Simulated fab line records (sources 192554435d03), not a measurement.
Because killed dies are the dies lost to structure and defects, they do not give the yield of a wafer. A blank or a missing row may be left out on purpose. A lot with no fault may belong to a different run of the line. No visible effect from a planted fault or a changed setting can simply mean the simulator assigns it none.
The tool behind it: which one?    flow n5_finfet    15 lots, 43 wafers sampled, at 9 steps of a route of 1938

== WHAT THE GAUGES SHOWED, per wafer ==
N5_FIN_SAQP_CD_MEAS_27: target cd 20 nm.
lot   measured     on         cd_nm (nm)
L153  day 2 00:34  cd_sem-01  20.41 20.33 20.06
L154  day 2 06:13  cd_sem-01  19.93 20.51 19.99
L157  day 3 01:04  cd_sem-03  20.23 20.10 20.11
L158  day 3 08:34  cd_sem-03  20.41 20.19 19.99
L159  day 3 12:49  cd_sem-02  20.79 20.33 20.21
L160  day 3 18:35  cd_sem-03  20.17 19.97 20.04
L161  day 4 01:06  cd_sem-02  20.53 20.19 20.09
L162  day 4 06:26  cd_sem-02  20.35 20.52 20.03
L165  day 5 02:35  cd_sem-03  20.65 20.02 20.61
L166  day 5 08:11  cd_sem-03  20.22 20.59 20.39
L167  day 5 13:08  cd_sem-02  20.44 20.08 20.65
L168  day 5 18:47  cd_sem-03  20.26 20.34
L169  day 6 01:30  cd_sem-03  20.18 20.54
L175  day 7 13:05  cd_sem-03  20.35 20.05 20.41
L176  day 7 18:05  cd_sem-02  20.68 20.16 20.00

N5_FIN_SAQP_CD_MEAS_31: target cd 8 nm.
lot   measured     on         cd_nm (nm)
L153  day 2 02:16  cd_sem-01  8.14 8.08 7.93
L154  day 2 07:46  cd_sem-03  7.87 8.16 8.03
L157  day 3 02:43  cd_sem-02  8.37 8.02 8.09
L158  day 3 10:23  cd_sem-03  8.06 7.46 8.47
L159  day 3 14:24  cd_sem-03  7.96 8.20 8.15
L160  day 3 20:13  cd_sem-02  7.99 8.15 8.17
L161  day 4 03:15  cd_sem-03  8.10 8.25 8.01
L162  day 4 08:11  cd_sem-02  7.98 7.95 7.91
L165  day 5 04:12  cd_sem-02  8.17 8.41 8.26
L166  day 5 09:56  cd_sem-02  8.33 3.88 8.41
L167  day 5 14:59  cd_sem-03  7.78 8.30 8.20
L168  day 5 20:49  cd_sem-03  4.31 8.52
L169  day 6 03:28  cd_sem-02  4.24 4.36
L175  day 7 14:43  cd_sem-01  7.99 7.93 7.82
L176  day 7 19:57  cd_sem-01  8.16 8.13 8.29

N5_FIN_SAQP_CD_MEAS_37: target cd 8 nm.
lot   measured     on         cd_nm (nm)
L153  day 2 02:43  cd_sem-02  8.12 8.58 7.72
L154  day 2 08:13  cd_sem-03  8.32 8.10 8.19
L157  day 3 03:25  cd_sem-02  7.71 8.09 7.88
L158  day 3 10:51  cd_sem-02  8.11 7.84 8.01
L159  day 3 14:51  cd_sem-02  8.11 8.17 7.99
L160  day 3 20:40  cd_sem-03  8.39 8.47 8.49
L161  day 4 03:43  cd_sem-02  8.03 8.29 8.13
L162  day 4 08:38  cd_sem-03  8.25 7.71 8.45
L165  day 5 04:42  cd_sem-03  7.54 8.19 8.07
L166  day 5 10:23  cd_sem-03  8.32 3.86 8.47
L167  day 5 15:29  cd_sem-03  8.04 8.22 7.98
L168  day 5 21:16  cd_sem-03  4.08 8.28
L169  day 6 04:04  cd_sem-02  4.70 3.80
L175  day 7 15:11  cd_sem-01  8.07 7.99 8.27
L176  day 7 20:25  cd_sem-03  7.94 8.41 8.23

N5_STI_FIN_REVEAL_CD_MEAS_22: target cd 6.238 nm, pitch 28 nm.
lot   measured     on         cd_nm (nm)
L153  day 2 13:10  cd_sem-01  5.85 5.81 6.16
L154  day 2 18:44  cd_sem-03  6.55 6.16 6.07
L157  day 3 15:49  cd_sem-02  6.50 6.20 6.29
L158  day 3 21:42  cd_sem-03  6.05 6.41 5.93
L159  day 4 02:05  cd_sem-02  6.37 6.37 6.36
L160  day 4 06:58  cd_sem-02  6.41 6.84 6.69
L161  day 4 13:55  cd_sem-02  6.73 6.39 6.00
L162  day 4 19:18  cd_sem-03  5.96 6.03 5.98
L165  day 5 14:50  cd_sem-02  6.12 6.42 6.44
L166  day 5 20:34  cd_sem-03  6.27 2.42 6.88
L167  day 6 01:37  cd_sem-03  6.29 6.25 6.16
L168  day 6 07:28  cd_sem-02  2.54 6.38
L169  day 6 14:49  cd_sem-03  2.62 2.56
L175  day 8 02:16  cd_sem-03  6.28 6.42 5.72
L176  day 8 06:34  cd_sem-01  6.26 6.55 6.12

N5_BEOL_M4_RC_MEAS_101.
lot   measured      on         DIBL_N (mV/V)   DIBL_P (mV/V)   IOFF_N (nA/um)     IOFF_N_85C (nA/um)  IOFF_N_LIN (nA/um)  IOFF_P (nA/um)     IOFF_P_85C (nA/um)  IOFF_P_LIN (nA/um)  ION_N (uA/um)  ION_P (uA/um)  SS_N (mV/dec)   SS_P (mV/dec)   VT_N (mV)          VT_N_LVT (mV)      VT_P (mV)             VT_P_LVT (mV)
L153  day 7 23:52   prober-02  35.7 35.3 35.8  35.0 35.4 34.5  0.134 0.138 0.142  2.7 2.8 2.9         0.065 0.067 0.069   0.193 0.200 0.189  3.4 3.5 3.3         0.095 0.098 0.094   674 667 685    457 464 461    71.2 71.4 71.5  72.5 72.0 72.8  250.6 248.9 250.2  100.0 98.7 98.3    -250.8 -251.9 -252.8  -98.4 -97.4 -98.9
L154  day 8 08:29   prober-01  35.7 36.7 35.8  35.7 36.6 35.5  0.152 0.157 0.149  2.9 3.0 2.9         0.071 0.074 0.069   0.207 0.215 0.198  3.6 3.7 3.5         0.100 0.103 0.097   677 676 664    464 468 460    71.3 71.8 71.7  73.3 73.8 74.5  249.9 249.4 251.1  100.0 100.9 100.9  -250.3 -251.7 -249.5  -100.2 -101.1 -100.3
L157  day 8 18:59   prober-02  35.9 34.8 36.2  35.7 34.6 35.7  0.146 0.130 0.145  2.9 2.6 2.9         0.068 0.063 0.069   0.173 0.158 0.171  3.1 2.9 3.1         0.084 0.078 0.082   668 665 664    450 448 456    71.1 70.9 70.9  73.6 73.4 73.4  250.3 251.9 248.6  99.1 99.7 98.3     -254.6 -256.9 -255.1  -104.2 -105.3 -103.5
L158  day 8 22:37   prober-01  34.9 34.0 33.9  34.8 33.9 33.5  0.137 0.129 0.126  2.8 2.6 2.6         0.066 0.063 0.063   0.224 0.204 0.202  3.8 3.5 3.5         0.111 0.105 0.101   657 661 660    464 463 466    70.6 70.9 71.0  72.8 72.6 72.7  254.1 256.0 249.6  101.9 102.8 101.7  -246.3 -251.0 -251.1  -96.8 -98.6 -99.2
L159  day 9 15:51   prober-02  36.5 34.8 36.1  36.7 33.9 36.1  0.155 0.126 0.144  3.1 2.6 2.9         0.073 0.061 0.067   0.208 0.179 0.205  3.6 3.2 3.6         0.100 0.092 0.100   673 664 669    460 459 462    71.6 71.2 71.3  73.4 72.0 73.7  250.9 250.4 252.1  98.8 100.9 99.4    -250.0 -253.1 -252.4  -99.0 -100.1 -98.8
L160  day 9 16:14   prober-01  37.1 36.5 36.7  38.8 37.6 38.3  0.171 0.168 0.163  3.3 3.2 3.2         0.078 0.078 0.077   0.237 0.222 0.237  4.0 3.8 4.0         0.111 0.105 0.111   675 674 675    466 463 464    72.0 71.3 71.5  73.4 73.5 73.5  248.3 247.9 249.0  98.1 97.4 98.4     -246.5 -247.4 -246.5  -98.4 -98.2 -97.6
L161  day 9 22:48   prober-01  35.8 37.2 34.7  36.1 38.0 35.6  0.159 0.187 0.134  3.1 3.5 2.7         0.075 0.085 0.065   0.205 0.236 0.195  3.5 4.0 3.4         0.099 0.109 0.096   677 683 658    461 462 456    71.3 71.7 70.5  73.3 73.5 73.3  249.3 245.6 251.4  98.4 96.0 101.7    -251.5 -248.7 -252.2  -99.8 -98.5 -100.5
L162  day 10 08:18  prober-02  37.3 36.9 38.4  36.8 34.5 37.2  0.157 0.142 0.170  3.0 2.7 3.2         0.073 0.065 0.077   0.208 0.175 0.222  3.6 3.1 3.8         0.098 0.088 0.104   676 670 679    460 454 466    71.5 71.5 71.0  73.1 72.3 73.1  250.6 249.8 250.6  99.6 101.3 99.2    -246.9 -251.8 -248.8  -99.6 -100.9 -97.7
L165  day 10 20:49  prober-01  34.5 38.3 37.3  32.8 37.4 35.7  0.128 0.196 0.183  2.6 3.7 3.5         0.063 0.089 0.083   0.193 0.279 0.255  3.4 4.6 4.3         0.096 0.127 0.119   666 681 686    461 475 479    70.5 71.3 72.2  73.8 73.9 73.6  250.2 242.4 245.2  100.2 94.6 95.0    -249.4 -240.7 -242.6  -99.4 -92.9 -94.4
L166  day 11 04:31  prober-01  36.8 12.6 37.2  35.7 1.9 35.9   0.153 0.005 0.162  3.0 0.2 3.1         0.070 0.004 0.072   0.200 0.013 0.203  3.5 0.3 3.5         0.095 0.013 0.096   669 488 672    461 369 461    71.3 66.3 72.4  73.3 64.5 72.8  250.2 310.0 247.5  95.8 155.6 95.0    -250.9 -286.5 -250.6  -97.8 -132.9 -97.5
L167  day 11 04:29  prober-02  36.9 36.0 34.8  36.7 35.0 33.6  0.175 0.158 0.136  3.4 3.1 2.8         0.080 0.074 0.063   0.236 0.202 0.183  4.0 3.6 3.2         0.110 0.100 0.092   675 670 655    459 460 455    70.7 71.4 71.3  73.8 73.5 72.8  246.6 248.5 252.5  95.9 97.6 100.0    -248.5 -249.7 -252.3  -96.0 -98.7 -99.8
L168  day 11 13:08  prober-02  12.9 37.5       3.9 38.4        0.005 0.169        0.2 3.3             0.004 0.077         0.015 0.252        0.4 4.2             0.015 0.116         489 690        374 474        66.6 71.5       65.4 74.4       306.0 245.7        155.2 98.1         -286.1 -248.6         -131.2 -95.2
L169  day 12 09:46  prober-01  13.8 14.4       5.0 5.9         0.006 0.006        0.2 0.2             0.004 0.005         0.017 0.019        0.4 0.5             0.016 0.017         492 494        374 382        66.8 66.7       65.5 65.3       305.6 305.1        157.9 156.6        -284.8 -280.9         -135.3 -132.6
L175  day 13 09:25  prober-01  32.6 34.9 34.2  33.7 35.5 34.8  0.128 0.152 0.143  2.6 2.9 2.8         0.061 0.071 0.068   0.168 0.209 0.188  3.1 3.8 3.4         0.086 0.102 0.092   670 677 679    469 471 467    71.4 71.3 71.7  72.8 73.7 73.1  252.5 249.9 251.6  99.1 97.3 97.9     -250.6 -246.6 -253.1  -101.7 -97.1 -99.8
L176  day 13 20:34  prober-02  37.5 36.8 38.2  37.3 37.3 38.1  0.160 0.155 0.175  3.2 3.1 3.5         0.075 0.075 0.081   0.168 0.173 0.183  3.1 3.2 3.3         0.080 0.082 0.085   675 675 691    452 458 461    72.1 70.9 71.8  73.6 73.6 73.1  248.8 248.2 247.3  96.7 97.4 95.9     -257.4 -256.5 -256.1  -104.0 -103.4 -103.1

== WHICH TOOL RAN EACH LOT (tool, then ch and the chambers of the sampled wafers, then the start) ==
lot   N5_FIN_SAQP_SPACER1_ALD_24        N5_FIN_SAQP_SPACER2_ALD_28        N5_FIN_SAQP_MANDREL2_REMOVE_60   N5_FIN_SAQP_HM_CD_35
L153  ald_sin-02 ch 0,2,3, day 1 23:31  ald_sin-02 ch 0,2,3, day 2 01:41  rie_si-06 ch 0,2,3, day 2 02:10  cd_sem-03, day 2 02:32
L154  ald_sin-02 ch 0,1,3, day 2 05:18  ald_sin-03 ch 1,2,3, day 2 07:14  rie_si-04 ch 0,2,3, day 2 07:39  cd_sem-02, day 2 08:02
L157  ald_sin-02 ch 1,2,3, day 3 00:09  ald_sin-03 ch 0,1,3, day 3 02:11  rie_si-06 ch 0,1,3, day 3 02:37  cd_sem-02, day 3 03:14
L158  ald_sin-03 ch 0,1,2, day 3 07:38  ald_sin-03 ch 0,1,3, day 3 09:38  rie_si-04 ch 0,2,3, day 3 10:17  cd_sem-03, day 3 10:40
L159  ald_sin-02 ch 0,1,3, day 3 11:53  ald_sin-01 ch 1,2,3, day 3 13:52  rie_si-04 ch 0,3, day 3 14:17    cd_sem-02, day 3 14:40
L160  ald_sin-01 ch 0,1, day 3 17:40    ald_sin-01 ch 1,2, day 3 19:36    rie_si-04 ch 1,2, day 3 20:07    cd_sem-03, day 3 20:29
L161  ald_sin-01 ch 2,3, day 4 00:11    ald_sin-02 ch 0,1,2, day 4 02:44  rie_si-04 ch 0,1,3, day 4 03:08  cd_sem-03, day 4 03:31
L162  ald_sin-02 ch 1,3, day 4 05:22    ald_sin-02 ch 0,3, day 4 07:38    rie_si-06 ch 1,3, day 4 08:04    cd_sem-02, day 4 08:27
L165  ald_sin-02 ch 0,2,3, day 5 01:39  ald_sin-03 ch 1,2,3, day 5 03:40  rie_si-02 ch 0,3, day 5 04:05    cd_sem-03, day 5 04:30
L166  ald_sin-02 ch 0,2,3, day 5 07:02  ald_sin-03 ch 0,2,3, day 5 09:24  rie_si-06 ch 2,3, day 5 09:49    cd_sem-03, day 5 10:12
L167  ald_sin-02 ch 1,2,3, day 5 12:14  ald_sin-01 ch 0,2,3, day 5 14:17  rie_si-06 ch 0,1,3, day 5 14:52  cd_sem-03, day 5 15:18
L168  ald_sin-01 ch 1,3, day 5 17:51    ald_sin-03 ch 0,1, day 5 20:14    rie_si-02 ch 2, day 5 20:42      cd_sem-03, day 5 21:05
L169  ald_sin-02 ch 0,1, day 6 00:35    ald_sin-03 ch 0,2, day 6 02:43    rie_si-02 ch 1,3, day 6 03:21    cd_sem-03, day 6 03:53
L175  ald_sin-01 ch 2,3, day 7 12:10    ald_sin-02 ch 0,3, day 7 14:11    rie_si-04 ch 0,2, day 7 14:35    cd_sem-03, day 7 15:00
L176  ald_sin-01 ch 0,1,2, day 7 17:10  ald_sin-01 ch 0,1,2, day 7 19:06  rie_si-06 ch 0,1,2, day 7 19:50  cd_sem-01, day 7 20:14
- N5_FIN_SAQP_SPACER1_ALD_24: deposits SiO2, target thk 20.3 nm, pulse time 1 s, purge time 2 s.
- N5_FIN_SAQP_SPACER2_ALD_28: deposits SiO2, target thk 8.1 nm, pulse time 1 s, purge time 2 s.
- N5_FIN_SAQP_MANDREL2_REMOVE_60: chemistry HBr/Cl2/O2, target a-Si, stops on SiNx, bt time 10 s.
- N5_FIN_SAQP_HM_CD_35: target cd 8 nm.

== AS READ BY THE TOOLS THEMSELVES (means over the sampled wafers that have a number; for cases with no such wafer, the mark the record gives instead) ==
N5_FIN_SAQP_SPACER1_ALD_24.
lot   tool        heater_power_w (W)  precursor_pulse_height_rel  susceptor_temp_C (C)
L153  ald_sin-02  513                 1.010                       300.04
L154  ald_sin-02  515                 0.998                       299.99
L157  ald_sin-02  478                 0.986                       300.16
L158  ald_sin-03  457                 1.006                       300.02
L159  ald_sin-02  513                 1.001                       300.07
L160  ald_sin-01  522                 1.007                       299.86
L161  ald_sin-01  461                 1.001                       299.91
L162  ald_sin-02  475                 0.996                       299.98
L165  ald_sin-02  509                 0.987                       299.76
L166  ald_sin-02  511                 0.988                       300.05
L167  ald_sin-02  475                 1.022                       299.98
L168  ald_sin-01  464                 0.993                       300.18
L169  ald_sin-02  504                 0.994                       300.09
L175  ald_sin-01  440                 1.010                       300.06
L176  ald_sin-01  499                 1.004                       299.89

N5_FIN_SAQP_SPACER2_ALD_28.
lot   tool        heater_power_w (W)  precursor_pulse_height_rel  susceptor_temp_C (C)
L153  ald_sin-02  510                 0.988                       300.12
L154  ald_sin-03  472                 1.003                       299.83
L157  ald_sin-03  450                 1.028                       300.11
L158  ald_sin-03  456                 1.005                       300.01
L159  ald_sin-01  471                 0.993                       299.91
L160  ald_sin-01  473                 1.010                       299.93
L161  ald_sin-02  485                 0.999                       300.19
L162  ald_sin-02  550                 1.030                       300.11
L165  ald_sin-03  469                 0.999                       299.88
L166  ald_sin-03  440                 0.998                       299.92
L167  ald_sin-01  475                 1.013                       299.85
L168  ald_sin-03  468                 1.004                       299.86
L169  ald_sin-03  429                 1.002                       300.12
L175  ald_sin-02  551                 0.978                       299.96
L176  ald_sin-01  501                 1.021                       299.91

N5_FIN_SAQP_MANDREL2_REMOVE_60.
lot   tool       O2_flow_sccm (sccm)  drypump_motor_current_A (A)  oes_product_au (a.u.)  throttle_valve_pct (%)
L153  rie_si-06  5.007                5.4                          1.000                  36.7
L154  rie_si-04  5.025                5.8                          1.001                  36.8
L157  rie_si-06  4.999                5.7                          1.002                  36.5
L158  rie_si-04  4.992                5.8                          0.995                  36.8
L159  rie_si-04  4.981                5.9                          1.001                  36.9
L160  rie_si-04  4.991                6.0                          1.006                  36.7
L161  rie_si-04  4.999                6.1                          1.004                  37.0
L162  rie_si-06  5.007                5.3                          1.004                  36.5
L165  rie_si-02  4.980                5.5                          0.997                  37.0
L166  rie_si-06  5.015                5.1                          0.995                  36.6
L167  rie_si-06  5.008                5.7                          1.004                  36.5
L168  rie_si-02  5.008                6.2                          1.021                  36.6
L169  rie_si-02  5.005                6.1                          1.018                  36.5
L175  rie_si-04  5.009                5.8                          1.007                  36.8
L176  rie_si-06  4.992                5.7                          0.997                  36.5

N5_FIN_SAQP_HM_CD_35.
lot   tool       cd_nm (nm)
L153  cd_sem-03  8.08
L154  cd_sem-02  8.10
L157  cd_sem-02  8.25
L158  cd_sem-03  8.18
L159  cd_sem-02  8.15
L160  cd_sem-03  8.20
L161  cd_sem-03  7.96
L162  cd_sem-02  8.08
L165  cd_sem-03  8.24
L166  cd_sem-03  7.05
L167  cd_sem-03  8.00
L168  cd_sem-03  6.25
L169  cd_sem-03  4.49
L175  cd_sem-03  8.23
L176  cd_sem-01  8.00

== THE ANSWER, worked out from the rows above alone ==
Rule: what is usual is taken from the lots themselves. Put in order of their means at a reading, lots are off if they are a third of the lots or fewer, leave a main group of 4 or more, and stand apart from it by a gap of 3 or more times the standard deviation of the main group's means; of several such gaps the widest counts. A main group is skipped when, at the precision printed for the reading in the tables above, its means are all equal. A lot without any number at a reading at which 4 lots or more have one is off too. Where the step has rows for the other lots, those lots are counted as sound. The gauges are gone through in route order, then the tools' own readings, and for those a lot's mean is taken as printed above. The first step at which some lot is off is used, and at that step the reading that is off furthest; a lot without a number counts as furthest.
Off: L166, L168, L169 (N5_FIN_SAQP_CD_MEAS_31, cd_nm). The main group: mean 8.08 nm, standard deviation 0.1.
A tool fits if, at a process step before that reading, it ran every lot that is off, and no sound lot after the first of them. The gauges at N5_FIN_SAQP_CD_MEAS_31 aren't tried: what is off there is off at N5_BEOL_M4_RC_MEAS_101 too, on other tools, and a gauge's error can't cause that. One candidate fits, namely ald_sin-03 at N5_FIN_SAQP_SPACER2_ALD_28. A fault onset in the window from L165 (day 5 03:40, its last sound lot) to L166 (day 5 09:24, its first lot off) fits.

== WHAT HAD BEEN PUT IN BY THE SIMULATOR ==
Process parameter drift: ald_sin-03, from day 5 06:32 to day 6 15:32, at N5_FIN_SAQP_SPACER2_ALD_28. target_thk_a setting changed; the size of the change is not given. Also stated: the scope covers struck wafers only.
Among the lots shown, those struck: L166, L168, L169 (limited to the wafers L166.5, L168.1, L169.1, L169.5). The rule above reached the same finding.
